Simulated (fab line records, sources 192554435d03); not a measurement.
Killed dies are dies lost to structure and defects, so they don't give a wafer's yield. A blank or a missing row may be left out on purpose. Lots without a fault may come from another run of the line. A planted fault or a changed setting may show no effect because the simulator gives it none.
fab line records | flow n5_finfet
record lots=7 wafers=39
route steps=1938 shown FIN_SAQP@116 DUMMY_GATE@237 SD_EPI_P@312 HKMG_FIN@402 MOL_CONTACT_COAG@562
start_h: hours from the record's first day to the start of the lot's first wafer shown | wait_h: hours since the lot's step before | " the same as in the row above | L1.1+2: a row that stands for several wafers | - no value, or no start given | * or withheld: withheld | < > ~ a bound
route shown NAME@n: a module of which the file shows steps, and the number in the route of the first | usual: mean/standard deviation of fault-free wafers | same: alike in all rows | chamber/n: place in a boat | sites: the reading at each site | _std_site: their standard deviation | _edge_site: outer sites' mean less inner sites' | radius_mm: how far each site lies from the wafer's centre | mask NAME#n: copy n | behind: the tool/chamber that last shaped the wafer | hold: why the lot was held/for how many hours/how that ended | device: the transistor (n, p or np) that didn't switch | end of line: the same wafers' tests at the end of the route | a step without rows: its recipe alone | killed: dies lost to structure and defects at the first sort, not the wafer's yield | map: a wafer's dies, x killed, . not, _ none there
set.NAME: the setting as run; set.NAME@STEP: as run at that earlier step | model.NAME: the simulator's own value behind a step, which no gauge read
lots whose settings were changed on purpose; a table a step, a row a wafer
## steps
# step N5_FIN_SAQP_ETCH_52
# recipe chemistry=N2/H2 target=SOC target_depth_a=1000 overetch_a=200 mask_material=SiARC temp_c=40 time_s=150 ion_energy_ev=200 pressure_mtorr=30 source_w=840 bias_w=150 n2_flow_sccm=200 h2_flow_sccm=200 ends=end_point
# usual rf_vpp_V=524.2/2.2
# columns lot.wafer tool chamber start_h wait_h set.source_w rf_vpp_V
L080.1 rie_diel-01 0 57.78 0.0 988.9 498.8
L080.2 " 3 " " 840 524.9
L080.3 " 2 " " 840 525.2
L080.4 " 1 " " 840 527.3
L080.5 " 1 " " 988.9 499.4
L080.6 " 0 " " 988.9 498.2
L083.1 rie_diel-04 3 76.77 0.0 840 526.3
L083.2 " 0 " " 735.1 546.5
L083.3 " 1 " " 735.1 542.9
L083.4 " 2 " " 840 526.2
L083.5 " 1 " " 735.1 543.4
L083.6 " 0 " " 840 522.2
L086.1 rie_diel-04 0 94.50 0.0 945.1 502.7
L086.2 " 1 " " 840 519.8
L086.3 " 3 " " 945.1 505.4
L086.4 " 3 " " 840 526.0
L086.5 " 1 " " 840 520.5
L086.6 " 0 " " 945.1 503.8
L087.2 rie_diel-02 0 101.48 0.0 840 523.2
L087.4 " 3 " " 840 523.1
L087.5 " 1 " " 840 522.1
L089.1 rie_diel-02 2 113.00 0.0 898.3 511.3
L089.2 " 3 " " 840 524.1
L089.3 " 1 " " 898.3 509.6
L089.4 " 3 " " 840 523.1
L089.5 " 2 " " 840 522.3
L089.6 " 1 " " 898.3 511.3
L091.1 rie_diel-01 2 123.62 0.0 840 525.4
L091.2 " 3 " " 954.7 502.0
L091.3 " 0 " " 954.7 505.1
L091.4 " 1 " " 954.7 503.4
L091.5 " 3 " " 840 524.7
L091.6 " 0 " " 840 525.2
L097.1 rie_diel-02 1 159.91 0.0 840 521.7
L097.2 " 0 " " 738.1 545.2
L097.3 " 2 " " 840 521.8
L097.4 " 3 " " 840 523.5
L097.5 " 1 " " 738.1 544.5
L097.6 " 0 " " 738.1 545.8
# step N5_DUMMY_GATE_ETCH_37
# recipe chemistry=N2/H2 target=SOC target_depth_a=600 overetch_a=300 temp_c=40 ion_energy_ev=200 pressure_mtorr=30 source_w=840 bias_w=150 n2_flow_sccm=200 h2_flow_sccm=200
# usual rf_vpp_V=525.1/2.5
# columns lot.wafer tool chamber start_h wait_h set.source_w rf_vpp_V
L080.1 rie_diel-05 1 81.09 0.0 984.4 498.3
L080.2 " 0 " " 984.4 500.3
L080.3 " 2 " " 984.4 499.5
L080.4 " 3 " " 840 522.9
L080.5 " 2 " " 840 527.1
L080.6 " 1 " " 840 526.3
L083.1 rie_diel-06 0 101.49 0.0 992.9 498.8
L083.2 " 1 " " 840 526.5
L083.3 " 2 " " 992.9 491.7
L083.4 " 3 " " 840 520.7
L083.5 " 2 " " 992.9 493.3
L083.6 " 3 " " 840 521.5
L086.1 rie_diel-03 2 122.41 0.0 840 525.7
L086.2 " 1 " " 840 525.3
L086.3 " 3 " " 840 526.3
L086.4 " 0 " " 840 526.6
L086.5 " 2 " " 840 526.2
L086.6 " 1 " " 840 527.2
L087.2 rie_diel-03 0 126.54 0.0 840 525.9
L087.4 " 2 " " 840 524.6
L087.5 " 0 " " 840 526.8
L089.1 rie_diel-06 3 137.43 0.0 970.2 495.0
L089.2 " 1 " " 840 525.4
L089.3 " 0 " " 840 525.9
L089.4 " 2 " " 970.2 497.3
L089.5 " 1 " " 970.2 499.8
L089.6 " 2 " " 840 522.0
L091.1 rie_diel-03 3 148.74 0.0 840 523.9
L091.2 " 0 " " 840 524.7
L091.3 " 2 " " 840 525.7
L091.4 " 0 " " 840 526.7
L091.5 " 2 " " 840 525.4
L091.6 " 3 " " 840 526.3
L097.1 rie_diel-05 2 183.44 0.0 840 524.8
L097.2 " 1 " " 895.8 515.5
L097.3 " 3 " " 895.8 511.0
L097.4 " 0 " " 895.8 516.2
L097.5 " 2 " " 840 527.0
L097.6 " 3 " " 840 522.4
# step N5_SD_EPI_P_ETCH_16
# recipe chemistry=CHF3/O2 target=SiO2 target_depth_a=50 mask_material=SOC pressure_mtorr=30 source_w=650 bias_w=170 Ar_flow_sccm=200 CHF3_flow_sccm=50 O2_flow_sccm=5 ion_energy_ev=200
# columns lot.wafer tool chamber start_h wait_h set.target_depth_a model.etch.depth_nm
L080.1 rie_diel-05 1 88.15 0.1 50 4.92
L080.2+5 " 2 " " 50 4.893
L080.3 " 0 " " 50 5.153
L080.4 " 3 " " 50 5.016
L080.6 " 3 " " 50 5.05
L083.1 rie_diel-06 2 109.11 0.1 50 5.065
L083.2 " 3 " " 50 4.968
L083.3 " 0 " " 53.01 5.226
L083.4 " 1 " " 50 4.97
L083.5 " 2 " " 53.01 5.346
L083.6 " 3 " " 53.01 5.229
L086.1 rie_diel-05 3 130.46 0.1 50 5.037
L086.2 " 1 " " 53.27 5.278
L086.3 " 2 " " 53.27 5.251
L086.4 " 2 " " 50 4.924
L086.5 " 3 " " 53.27 5.384
L086.6 " 1 " " 50 4.946
L087.2 rie_diel-05 0 134.61 0.1 50 5.124
L087.4 " 3 " " 50 5.001
L087.5 " 2 " " 50 4.945
L089.1 rie_diel-06 0 144.56 0.1 54.03 5.313
L089.2 " 2 " " 54.03 5.415
L089.3 " 1 " " 50 4.947
L089.4 " 3 " " 54.03 5.304
L089.5 " 3 " " 50 4.94
L089.6 " 0 " " 50 4.903
L091.1 rie_diel-06 3 156.23 0.1 47.68 4.713
L091.2 " 1 " " 50 5.009
L091.3 " 0 " " 47.68 4.7
L091.4 " 2 " " 47.68 4.752
L091.5 " 2 " " 50 4.97
L091.6 " 1 " " 50 4.948
L097.1 rie_diel-05 1 191.33 0.1 50 4.897
L097.2 " 0 " " 44.76 4.614
L097.3 " 2 " " 44.76 4.422
L097.4 " 3 " " 50 4.977
L097.5 " 0 " " 50 5.121
L097.6 " 1 " " 44.76 4.312
# step N5_HKMG_FIN_ETCH_54
# recipe chemistry=CF4 target=SiARC target_depth_a=455 mask_material=CAR-ArF time_s=75.8 ion_energy_ev=80 pressure_mtorr=40 source_w=545 bias_w=36 Ar_flow_sccm=100 cf4_flow_sccm=100 ends=cleared
# usual rf_vpp_V=184.2/0.97
# columns lot.wafer tool chamber start_h wait_h set.source_w rf_vpp_V
L080.1 rie_diel-01 1 105.46 0.0 545 184.9
L080.2 " 0 " " 474.1 194.1
L080.3 " 3 " " 474.1 193.6
L080.4 " 3 " " 545 184.0
L080.5 " 1 " " 545 185.0
L080.6 " 0 " " 474.1 192.7
L083.1 rie_diel-04 2 125.80 0.0 545 184.0
L083.2 " 1 " " 545 185.3
L083.3 " 3 " " 545 184.2
L083.4 " 0 " " 545 185.2
L083.5 " 3 " " 545 183.2
L083.6 " 0 " " 545 184.4
L086.1 rie_diel-02 1 148.34 0.0 545 182.8
L086.2 " 2 " " 545 182.9
L086.3 " 0 " " 545 185.0
L086.4 " 3 " " 545 184.1
L086.5 " 3 " " 545 183.6
L086.6 " 0 " " 545 183.0
L087.2 rie_diel-02 1 152.62 0.0 545 184.9
L087.4 " 0 " " 545 182.7
L087.5 " 3 " " 545 183.5
L089.1 rie_diel-04 2 161.29 0.0 545 183.2
L089.2 " 0 " " 545 183.2
L089.3 " 1 " " 545 186.8
L089.4 " 3 " " 545 183.6
L089.5 " 3 " " 545 184.4
L089.6 " 0 " " 545 183.7
L091.1 rie_diel-01 0 173.74 0.0 624.9 177.1
L091.2 " 3 " " 624.9 176.5
L091.3 " 2 " " 545 184.2
L091.4 " 1 " " 545 184.0
L091.5 " 2 " " 624.9 175.5
L091.6 " 1 " " 545 185.4
L097.1 rie_diel-04 2 210.79 0.0 486.6 191.9
L097.2 " 0 " " 545 183.2
L097.3 " 3 " " 545 183.5
L097.4 " 1 " " 486.6 192.2
L097.5 " 3 " " 545 182.9
L097.6 " 0 " " 486.6 192.4
# step N5_MOL_CONTACT_COAG_ALD_123
# recipe material=SiNx target_thk_a=50 temp_c=400 ald_precursor_family=SiH2I2 ald_co_reactant=N2/H2-plasma pulse_time_s=1 purge_time_s=2 co_reactant_purge_time_s=2 ald_cycles=100 pressure_torr=2
# columns lot.wafer tool chamber start_h wait_h set.ald_cycles model.SiNx_of_MOL_CONTACT_COAG_ALD_123.thk_nm
L080.1+2+3+4+5+6 ald_sin-01 1,3,2,1,2,3 128.84 0.2 100 5
L083.1+2+3+4+5+6 ald_sin-03 3,1,2,0,3,0 153.88 0.0 100 5
L086.1+3+4 ald_sin-03 3,0,2 174.40 0.0 114 5.6
L086.2+5+6 " 2,3,0 " " 100 5
L087.2+4+5 ald_sin-04 2,0,3 177.65 0.0 100 5
L089.1+2+3+4+5+6 ald_sin-01 0,2,3,1,2,3 186.38 0.2 100 5
L091.1+2 ald_sin-01 2,3 199.12 0.0 91 4.6
L091.3 " 1 " " 91 4.4
L091.4+5+6 " 0,2,3 " " 100 5
L097.1+3+4 ald_sin-01 1,2,3 239.21 0.0 100 5
L097.2+5+6 " 0,3,2 " " 110 5.4
# step N5_MOL_CONTACT_COAG_ETCH_124
# recipe chemistry=CH3F/O2 target=SiNx target_depth_a=65 mask_material=SOC stop_on=SiOC over_etch_frac=0.3 ion_energy_ev=120 pressure_mtorr=30 source_w=395 bias_w=73 Ar_flow_sccm=150 CH3F_flow_sccm=30 O2_flow_sccm=20 ends=end_point
# columns lot.wafer tool chamber start_h wait_h set.source_w set.ald_cycles@MOL_CONTACT_COAG_ALD_123 model.etch.depth_nm
L080.1 rie_diel-02 2 132.40 0.0 395 100 4.977
L080.2 " 1 " " 343 100 5.028
L080.3 " 3 " " 395 100 5.033
L080.4 " 0 " " 343 100 4.989
L080.5 " 1 " " 395 100 5.029
L080.6 " 0 " " 343 100 5.043
L083.1 rie_diel-01 3 156.84 0.0 395 100 4.966
L083.2 " 0 " " 395 100 4.938
L083.3 " 2 " " 395 100 4.977
L083.4 " 2 " " 395 100 4.935
L083.5 " 3 " " 395 100 4.979
L083.6 " 0 " " 395 100 4.93
L086.1 rie_diel-04 3 177.74 0.0 395 114 5.699
L086.2 " 2 " " 395 100 5.015
L086.3 " 2 " " 395 114 5.662
L086.4 " 3 " " 327.4 114 5.692
L086.5 " 3 " " 327.4 100 5.004
L086.6 " 2 " " 327.4 100 4.963
L087.2 rie_diel-02 3 180.91 0.0 395 100 5.019
L087.4 " 2 " " 395 100 5.031
L087.5 " 1 " " 395 100 5.036
L089.1 rie_diel-01 1 190.75 0.0 363.4 100 4.96
L089.2 " 2 " " 363.4 100 4.968
L089.3 " 0 " " 395 100 4.978
L089.4 " 3 " " 395 100 4.938
L089.5 " 0 " " 363.4 100 4.986
L089.6 " 1 " " 395 100 4.986
L091.1 rie_diel-02 3 202.54 0.0 395 91 4.536
L091.2 " 1 " " 362.3 91 4.563
L091.3 " 0 " " 362.3 91 4.483
L091.4 " 2 " " 395 100 4.951
L091.5 " 1 " " 395 100 5.006
L091.6 " 2 " " 362.3 100 5.002
L097.1 rie_diel-04 2 242.87 0.0 353.5 100 4.967
L097.2 " 3 " " 353.5 110 5.451
L097.3 " 1 " " 395 100 5.004
L097.4 " 0 " " 395 100 4.992
L097.5 " 2 " " 395 110 5.491
L097.6 " 1 " " 353.5 110 5.49
## key
split step=N5_FIN_SAQP_ETCH_52 setting=source_w stated=840 by=wafer
response step=N5_FIN_SAQP_ETCH_52 reading=rf_vpp_V change=-1.59 per=1% r=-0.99
split step=N5_DUMMY_GATE_ETCH_37 setting=source_w stated=840 by=wafer
response step=N5_DUMMY_GATE_ETCH_37 reading=rf_vpp_V change=-1.59 per=1% r=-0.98
split step=N5_SD_EPI_P_ETCH_16 setting=target_depth_a stated=50 by=wafer
response step=N5_SD_EPI_P_ETCH_16 reading=model.etch.depth_nm change=+0.0511 per=1% r=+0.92
split step=N5_HKMG_FIN_ETCH_54 setting=source_w stated=545 by=wafer
response step=N5_HKMG_FIN_ETCH_54 reading=rf_vpp_V change=-0.664 per=1% r=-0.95
split step=N5_MOL_CONTACT_COAG_ALD_123 setting=ald_cycles stated=100 by=wafer
response step=N5_MOL_CONTACT_COAG_ALD_123 reading=model.SiNx_of_MOL_CONTACT_COAG_ALD_123.thk_nm change=+0.044 per=1% r=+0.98
response step=N5_MOL_CONTACT_COAG_ETCH_124 reading=model.etch.depth_nm change=+0.0496 per=1% r=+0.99
split step=N5_MOL_CONTACT_COAG_ETCH_124 setting=source_w stated=395 by=wafer
response none clear
